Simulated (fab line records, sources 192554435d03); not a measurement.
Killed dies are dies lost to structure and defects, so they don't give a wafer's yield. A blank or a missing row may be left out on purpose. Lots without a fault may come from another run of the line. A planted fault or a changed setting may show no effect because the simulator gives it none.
Which tool did it? | flow n5_finfet | 24 lots, 72 wafers sampled, at 6 steps of a route of 1938

WHAT THE GAUGES READ, wafer by wafer
The record holds no reading of a measuring or inspecting step that can be judged against a usual standard deviation.

WHICH TOOL RAN EACH LOT (tool, then ch and the chambers of the sampled wafers, then the start)
lot  | N5_BEOL_M4_ANNEAL_89         | N5_BEOL_M4_SPUTTER_90        | N5_BEOL_M4_PRE_CLEAN_60          | N5_BEOL_M5_CURE_79            | N5_BEOL_M5_STRIP_64                | N5_BEOL_M5_DESCUM_33
L075 | pvd_sputter-03, day 7 18:53  | pvd_sputter-03, day 7 19:01  | cvd_co-02 ch 0,1,2, day 7 20:35  | uv_cure-01 ch 2, day 7 22:00  | rie_diel-02 ch 0,2, day 8 00:25    | rie_diel-04 ch 1,2,3, day 8 03:26
L074 | pvd_sputter-03, day 7 23:52  | pvd_sputter-03, day 8 00:00  | cvd_co-02 ch 0,1,2, day 8 01:31  | uv_cure-01 ch 2, day 8 03:31  | rie_diel-03 ch 0,2,3, day 8 05:20  | rie_diel-04 ch 0,1,2, day 8 08:16
L076 | pvd_sputter-02, day 8 11:46  | pvd_sputter-02, day 8 11:55  | cvd_co-01 ch 0,1,2, day 8 13:23  | uv_cure-01 ch 1, day 8 14:47  | rie_diel-04 ch 1,2,3, day 8 17:11  | rie_diel-02 ch 0,1,2, day 8 19:28
L077 | pvd_sputter-03, day 8 18:46  | pvd_sputter-03, day 8 18:55  | cvd_co-01 ch 0,1,2, day 8 20:25  | uv_cure-01 ch 1, day 8 21:48  | rie_diel-04 ch 0,2, day 9 00:23    | rie_diel-04 ch 0,1, day 9 02:36
L078 | pvd_sputter-02, day 8 20:15  | pvd_sputter-02, day 8 20:23  | cvd_co-02 ch 0,1,2, day 8 21:52  | uv_cure-02 ch 0, day 8 23:10  | rie_diel-04 ch 1,2,3, day 9 03:11  | rie_diel-04 ch 0,1, day 9 04:08
L079 | pvd_sputter-01, day 9 01:13  | pvd_sputter-01, day 9 01:22  | cvd_co-02 ch 1,2, day 9 02:58    | uv_cure-03 ch 0, day 9 04:25  | rie_diel-03 ch 0,1,2, day 9 08:23  | rie_diel-04 ch 0,1,2, day 9 09:15
L080 | pvd_sputter-01, day 9 04:17  | pvd_sputter-01, day 9 04:25  | cvd_co-01 ch 0,2, day 9 05:54    | uv_cure-01 ch 2, day 9 09:06  | rie_diel-03 ch 0,1,2, day 9 10:26  | rie_diel-03 ch 0,2,3, day 9 11:07
L081 | pvd_sputter-02, day 9 07:50  | pvd_sputter-02, day 9 07:59  | cvd_co-02 ch 1,2, day 9 09:28    | uv_cure-03 ch 0, day 9 10:55  | rie_diel-03 ch 0,1,3, day 9 12:32  | rie_diel-02 ch 1,2, day 9 16:29
L082 | pvd_sputter-02, day 9 22:14  | pvd_sputter-02, day 9 22:22  | cvd_co-01 ch 0,2, day 10 00:16   | uv_cure-01 ch 2, day 10 01:35 | rie_diel-03 ch 0,1,2, day 10 03:14 | rie_diel-02 ch 1,3, day 10 03:53
L083 | pvd_sputter-02, day 10 01:14 | pvd_sputter-02, day 10 01:23 | cvd_co-01 ch 0,1,2, day 10 02:52 | uv_cure-03 ch 2, day 10 04:29 | rie_diel-03 ch 0,1,2, day 10 06:05 | rie_diel-03 ch 1,3, day 10 06:50
L084 | pvd_sputter-03, day 10 05:20 | pvd_sputter-03, day 10 05:29 | cvd_co-01 ch 0,2, day 10 07:20   | uv_cure-02 ch 1, day 10 08:44 | rie_diel-04 ch 0,1, day 10 10:35   | rie_diel-04 ch 1,2, day 10 11:35
L085 | pvd_sputter-03, day 10 08:07 | pvd_sputter-03, day 10 08:16 | cvd_co-01 ch 1,2, day 10 10:08   | uv_cure-02 ch 1, day 10 11:29 | rie_diel-02 ch 0,1,2, day 10 12:56 | rie_diel-02 ch 2,3, day 10 13:43
L087 | pvd_sputter-01, day 12 19:24 | pvd_sputter-01, day 12 19:32 | cvd_co-02 ch 0,2, day 12 21:02   | uv_cure-02 ch 0, day 12 22:20 | rie_diel-04 ch 0,1,3, day 13 00:52 | rie_diel-02 ch 0,1,3, day 13 02:34
L088 | pvd_sputter-01, day 13 08:01 | pvd_sputter-01, day 13 08:09 | cvd_co-01 ch 0,1,2, day 13 09:40 | uv_cure-03 ch 1, day 13 10:57 | rie_diel-03 ch 0,2,3, day 13 15:11 | rie_diel-03 ch 0,2,3, day 13 19:16
L086 | pvd_sputter-03, day 13 09:46 | pvd_sputter-03, day 13 09:54 | cvd_co-02 ch 0,1,2, day 13 11:23 | uv_cure-02 ch 0, day 13 12:41 | rie_diel-03 ch 0,2,3, day 13 15:39 | rie_diel-02 ch 0,1,3, day 13 19:13
L093 | pvd_sputter-03, day 13 13:26 | pvd_sputter-03, day 13 13:35 | cvd_co-01 ch 0,1,2, day 13 15:04 | uv_cure-01 ch 1, day 13 16:32 | rie_diel-02 ch 0,2,3, day 13 20:55 | rie_diel-03 ch 2,3, day 14 00:43
L089 | pvd_sputter-03, day 13 17:21 | pvd_sputter-03, day 13 17:29 | cvd_co-02 ch 0,1, day 13 18:58   | uv_cure-03 ch 0, day 13 20:26 | rie_diel-04 ch 2,3, day 13 21:43   | rie_diel-02 ch 0,2, day 14 01:03
L094 | pvd_sputter-02, day 13 19:01 | pvd_sputter-02, day 13 19:10 | cvd_co-02 ch 0,1, day 13 20:42   | uv_cure-01 ch 0, day 13 22:00 | rie_diel-02 ch 1,2,3, day 14 02:22 | rie_diel-04 ch 2,3, day 14 08:00
L096 | pvd_sputter-03, day 13 22:20 | pvd_sputter-03, day 13 22:29 | cvd_co-02 ch 1,2, day 13 23:58   | uv_cure-02 ch 1, day 14 01:16 | rie_diel-02 ch 0,1, day 14 04:27   | rie_diel-03 ch 2,3, day 14 08:03
L091 | pvd_sputter-01, day 14 07:35 | pvd_sputter-01, day 14 07:44 | cvd_co-01 ch 0,2, day 14 09:14   | uv_cure-03 ch 1, day 14 10:43 | rie_diel-02 ch 1,2, day 14 15:13   | rie_diel-02 ch 1,2,3, day 14 16:11
L090 | pvd_sputter-01, day 14 10:53 | pvd_sputter-01, day 14 11:02 | cvd_co-01 ch 0,2, day 14 12:31   | uv_cure-02 ch 2, day 14 13:56 | rie_diel-03 ch 0,3, day 14 15:25   | rie_diel-03 ch 0,2, day 14 16:25
L095 | pvd_sputter-01, day 14 13:13 | pvd_sputter-01, day 14 13:21 | cvd_co-01 ch 0,2, day 14 14:51   | uv_cure-01 ch 2, day 14 16:22 | rie_diel-02 ch 0,1,3, day 14 17:55 | rie_diel-03 ch 0,2,3, day 14 22:29
L092 | pvd_sputter-03, day 14 16:13 | pvd_sputter-03, day 14 16:22 | cvd_co-01 ch 0,2, day 14 17:55   | uv_cure-01 ch 1, day 14 19:17 | rie_diel-03 ch 0,2,3, day 14 23:31 | rie_diel-02 ch 0,1,2, day 15 03:10
L097 | pvd_sputter-03, day 14 18:08 | pvd_sputter-03, day 14 18:14 | cvd_co-02 ch 0,1,2, day 14 19:47 | uv_cure-03 ch 1, day 14 21:18 | rie_diel-04 ch 0,3, day 14 23:49   | rie_diel-02 ch 1,2, day 15 02:16
- N5_BEOL_M4_ANNEAL_89: time 240 s.
- N5_BEOL_M4_SPUTTER_90: material Cu, target thk 4.5 nm, time 8.29 s.
- N5_BEOL_M4_PRE_CLEAN_60: time 15 s.
- N5_BEOL_M5_CURE_79: cures SiCOH lowk, time 240 s.
- N5_BEOL_M5_STRIP_64: strips in CF4.
- N5_BEOL_M5_DESCUM_33: chemistry O2, time 7 s.

WHAT THE TOOLS THEMSELVES READ (means of the sampled wafers that have a number; where no wafer has one, the mark that the record gives instead)
N5_BEOL_M4_ANNEAL_89. Usual: heater_power_w 862 W, standard deviation 70.
lot  | tool           | heater_power_w (W) | flag
L075 | pvd_sputter-03 | 940                |
L074 | pvd_sputter-03 | 881                |
L076 | pvd_sputter-02 | 846                |
L077 | pvd_sputter-03 | 876                |
L078 | pvd_sputter-02 | 835                |
L079 | pvd_sputter-01 | 822                |
L080 | pvd_sputter-01 | 877                |
L081 | pvd_sputter-02 | 827                |
L082 | pvd_sputter-02 | 803                |
L083 | pvd_sputter-02 | 828                |
L084 | pvd_sputter-03 | 836                |
L085 | pvd_sputter-03 | 879                |
L087 | pvd_sputter-01 | 903                |
L088 | pvd_sputter-01 | 867                |
L086 | pvd_sputter-03 | 882                |
L093 | pvd_sputter-03 | 880                |
L089 | pvd_sputter-03 | 930                |
L094 | pvd_sputter-02 | 805                |
L096 | pvd_sputter-03 | 874                |
L091 | pvd_sputter-01 | 845                |
L090 | pvd_sputter-01 | 812                |
L095 | pvd_sputter-01 | 898                |
L092 | pvd_sputter-03 | 813                |
L097 | pvd_sputter-03 | 862                |

N5_BEOL_M4_SPUTTER_90. Usual: throttle_valve_pct 30.1 %, standard deviation 1.1.
lot  | tool           | throttle_valve_pct (%) | flag
L075 | pvd_sputter-03 | 29.6                   |
L074 | pvd_sputter-03 | 30.6                   |
L076 | pvd_sputter-02 | 29.9                   |
L077 | pvd_sputter-03 | 30.2                   |
L078 | pvd_sputter-02 | 29.9                   |
L079 | pvd_sputter-01 | 30.0                   |
L080 | pvd_sputter-01 | 31.0                   |
L081 | pvd_sputter-02 | 29.8                   |
L082 | pvd_sputter-02 | 30.3                   |
L083 | pvd_sputter-02 | 29.4                   |
L084 | pvd_sputter-03 | 30.3                   |
L085 | pvd_sputter-03 | 30.3                   |
L087 | pvd_sputter-01 | 31.5                   |
L088 | pvd_sputter-01 | 31.1                   |
L086 | pvd_sputter-03 | 30.0                   |
L093 | pvd_sputter-03 | 29.9                   |
L089 | pvd_sputter-03 | 29.9                   |
L094 | pvd_sputter-02 | 30.7                   |
L096 | pvd_sputter-03 | 30.3                   |
L091 | pvd_sputter-01 | 30.2                   |
L090 | pvd_sputter-01 | 30.2                   |
L095 | pvd_sputter-01 | 31.3                   |
L092 | pvd_sputter-03 | 29.9                   |
L097 | pvd_sputter-03 | 29.6                   |

N5_BEOL_M4_PRE_CLEAN_60. Usual: heater_power_w 88 W, standard deviation 20.
lot  | tool      | heater_power_w (W) | flag
L075 | cvd_co-02 | 86                 |
L074 | cvd_co-02 | 88                 |
L076 | cvd_co-01 | 89                 |
L077 | cvd_co-01 | 89                 |
L078 | cvd_co-02 | 87                 |
L079 | cvd_co-02 | 106                |
L080 | cvd_co-01 | 82                 |
L081 | cvd_co-02 | 92                 |
L082 | cvd_co-01 | 92                 |
L083 | cvd_co-01 | 89                 |
L084 | cvd_co-01 | 82                 |
L085 | cvd_co-01 | 97                 |
L087 | cvd_co-02 | 70                 |
L088 | cvd_co-01 | 90                 |
L086 | cvd_co-02 | 86                 |
L093 | cvd_co-01 | 90                 |
L089 | cvd_co-02 | 102                |
L094 | cvd_co-02 | 102                |
L096 | cvd_co-02 | 93                 |
L091 | cvd_co-01 | 93                 |
L090 | cvd_co-01 | 82                 |
L095 | cvd_co-01 | 94                 |
L092 | cvd_co-01 | 82                 |
L097 | cvd_co-02 | 87                 |

N5_BEOL_M5_CURE_79. Usual: lamp_power_pct 52.32 %, standard deviation 0.051; wafer_temp_C_max 386.9, standard deviation 0.58.
lot  | tool       | lamp_power_pct (%) | wafer_temp_C_max | flag
L075 | uv_cure-01 | 52.30              | 386.7            |
L074 | uv_cure-01 | 52.29              | 387.0            |
L076 | uv_cure-01 | 52.34              | 386.3            |
L077 | uv_cure-01 | 52.32              | 386.4            |
L078 | uv_cure-02 | 52.33              | 385.9            |
L079 | uv_cure-03 | 52.35              | 386.7            |
L080 | uv_cure-01 | 52.34              | 386.6            |
L081 | uv_cure-03 | 52.31              | 386.5            |
L082 | uv_cure-01 | 52.36              | 386.8            |
L083 | uv_cure-03 | 52.33              | 387.3            |
L084 | uv_cure-02 | 52.33              | 387.8            |
L085 | uv_cure-02 | 52.31              | 387.5            |
L087 | uv_cure-02 | 52.34              | 386.3            |
L088 | uv_cure-03 | 52.36              | 387.3            |
L086 | uv_cure-02 | 52.29              | 386.4            |
L093 | uv_cure-01 | 52.28              | 386.6            |
L089 | uv_cure-03 | 52.31              | 386.4            |
L094 | uv_cure-01 | 52.33              | 387.8            |
L096 | uv_cure-02 | 52.24              | 387.3            |
L091 | uv_cure-03 | 52.27              | 387.7            |
L090 | uv_cure-02 | 52.29              | 386.6            |
L095 | uv_cure-01 | 52.31              | 386.5            |
L092 | uv_cure-01 | 52.29              | 386.6            |
L097 | uv_cure-03 | 52.29              | 387.5            |

N5_BEOL_M5_STRIP_64. Usual: drypump_motor_current_A 5.8 A, standard deviation 0.37; oes_product_au 0.78 a.u., standard deviation 0.093; rf_vpp_V 271.1 V, standard deviation 1.3; showerhead_plenum_p_Torr 1.78 Torr, standard deviation 0.051; throttle_valve_pct 13.61 %, standard deviation 0.23.
lot  | tool        | drypump_motor_current_A (A) | oes_product_au (a.u.) | rf_vpp_V (V) | showerhead_plenum_p_Torr (Torr) | throttle_valve_pct (%) | flag
L075 | rie_diel-02 | 6.3                         | 0.81                  | 271.8        | 1.81                            | 13.39                  |
L074 | rie_diel-03 | 5.6                         | 0.70                  | 270.7        | 1.78                            | 13.96                  |
L076 | rie_diel-04 | 5.8                         | 0.80                  | 270.0        | 1.75                            | 13.49                  |
L077 | rie_diel-04 | 5.7                         | 0.71                  | 272.4        | 1.79                            | 13.69                  |
L078 | rie_diel-04 | 5.8                         | 0.79                  | 270.4        | 1.75                            | 13.49                  |
L079 | rie_diel-03 | 5.5                         | 0.77                  | 271.1        | 1.78                            | 13.82                  |
L080 | rie_diel-03 | 5.5                         | 0.78                  | 270.6        | 1.78                            | 13.83                  |
L081 | rie_diel-03 | 5.5                         | 0.86                  | 271.6        | 1.80                            | 13.58                  |
L082 | rie_diel-03 | 5.4                         | 0.76                  | 271.1        | 1.78                            | 13.84                  |
L083 | rie_diel-03 | 5.4                         | 0.76                  | 271.1        | 1.78                            | 13.84                  |
L084 | rie_diel-04 | 5.4                         | 0.75                  | 269.9        | 1.75                            | 13.66                  |
L085 | rie_diel-02 | 6.3                         | 0.74                  | 271.0        | 1.79                            | 13.52                  |
L087 | rie_diel-04 | 5.7                         | 0.76                  | 270.2        | 1.75                            | 13.59                  |
L088 | rie_diel-03 | 5.6                         | 0.82                  | 271.2        | 1.77                            | 13.66                  |
L086 | rie_diel-03 | 5.6                         | 0.83                  | 270.7        | 1.77                            | 13.65                  |
L093 | rie_diel-02 | 6.0                         | 0.77                  | 272.7        | 1.83                            | 13.54                  |
L089 | rie_diel-04 | 6.0                         | 0.92                  | 270.8        | 1.76                            | 13.18                  |
L094 | rie_diel-02 | 6.1                         | 0.76                  | 271.7        | 1.83                            | 13.48                  |
L096 | rie_diel-02 | 6.3                         | 0.68                  | 270.6        | 1.77                            | 13.71                  |
L091 | rie_diel-02 | 6.4                         | 0.72                  | 271.5        | 1.78                            | 13.52                  |
L090 | rie_diel-03 | 5.6                         | 0.80                  | 270.4        | 1.79                            | 13.64                  |
L095 | rie_diel-02 | 6.1                         | 0.72                  | 272.3        | 1.81                            | 13.62                  |
L092 | rie_diel-03 | 5.6                         | 0.81                  | 270.2        | 1.77                            | 13.67                  |
L097 | rie_diel-04 | 5.8                         | 0.78                  | 270.3        | 1.74                            | 13.50                  |

N5_BEOL_M5_DESCUM_33. Usual: drypump_motor_current_A 5.9 A, standard deviation 0.38; oes_product_au 0.79 a.u., standard deviation 0.089; rf_vpp_V 243.0 V, standard deviation 1.3; showerhead_plenum_p_Torr 2.09 Torr, standard deviation 0.062; throttle_valve_pct 20.43 %, standard deviation 0.15.
lot  | tool        | drypump_motor_current_A (A) | oes_product_au (a.u.) | rf_vpp_V (V) | showerhead_plenum_p_Torr (Torr) | throttle_valve_pct (%) | flag
L075 | rie_diel-04 | 5.8                         | 0.81                  | 242.0        | 2.06                            | 20.40                  |
L074 | rie_diel-04 | 5.6                         | 0.75                  | 242.2        | 2.06                            | 20.45                  |
L076 | rie_diel-02 | 6.4                         | 0.76                  | 243.7        | 2.10                            | 20.35                  |
L077 | rie_diel-04 | 5.4                         | 0.78                  | 242.6        | 2.04                            | 20.50                  |
L078 | rie_diel-04 | 5.4                         | 0.77                  | 242.5        | 2.04                            | 20.50                  |
L079 | rie_diel-04 | 5.6                         | 0.74                  | 242.6        | 2.06                            | 20.45                  |
L080 | rie_diel-03 | 5.6                         | 0.79                  | 242.8        | 2.07                            | 20.59                  |
L081 | rie_diel-02 | 6.4                         | 0.76                  | 242.9        | 2.11                            | 20.36                  |
L082 | rie_diel-02 | 5.8                         | 0.82                  | 244.3        | 2.18                            | 20.36                  |
L083 | rie_diel-03 | 5.4                         | 0.93                  | 243.5        | 2.13                            | 20.33                  |
L084 | rie_diel-04 | 5.6                         | 0.76                  | 242.7        | 2.04                            | 20.47                  |
L085 | rie_diel-02 | 6.1                         | 0.85                  | 244.0        | 2.18                            | 20.37                  |
L087 | rie_diel-02 | 6.1                         | 0.75                  | 243.4        | 2.12                            | 20.39                  |
L088 | rie_diel-03 | 5.6                         | 0.83                  | 243.6        | 2.06                            | 20.49                  |
L086 | rie_diel-02 | 6.1                         | 0.73                  | 244.1        | 2.12                            | 20.41                  |
L093 | rie_diel-03 | 5.7                         | 0.89                  | 242.6        | 2.10                            | 20.31                  |
L089 | rie_diel-02 | 6.3                         | 0.73                  | 242.8        | 2.09                            | 20.42                  |
L094 | rie_diel-04 | 6.0                         | 0.92                  | 242.4        | 2.06                            | 20.17                  |
L096 | rie_diel-03 | 5.7                         | 0.88                  | 243.7        | 2.10                            | 20.32                  |
L091 | rie_diel-02 | 6.1                         | 0.78                  | 243.8        | 2.14                            | 20.41                  |
L090 | rie_diel-03 | 5.5                         | 0.78                  | 241.0        | 2.01                            | 20.66                  |
L095 | rie_diel-03 | 5.6                         | 0.82                  | 242.9        | 2.06                            | 20.49                  |
L092 | rie_diel-02 | 6.3                         | 0.73                  | 243.0        | 2.09                            | 20.41                  |
L097 | rie_diel-02 | 6.4                         | 0.73                  | 242.7        | 2.09                            | 20.42                  |

THE ANSWER, worked out from the rows above alone
Rule: a lot is off if the mean of its wafers that have a number lies more than 3 standard deviations from the usual mean. A lot without any number at a reading at which 4 lots or more have one is off too. The other lots that the step has rows for count as sound. The gauges are gone through in route order, then the tools' own readings, and for those a lot's mean is taken as printed above. The first step at which some lot is off is used, and at that step the reading that is off furthest; a lot without a number counts as furthest.
No lot is off at any reading shown: from this, nothing can be told.

WHAT THE SIMULATOR HAD PUT IN
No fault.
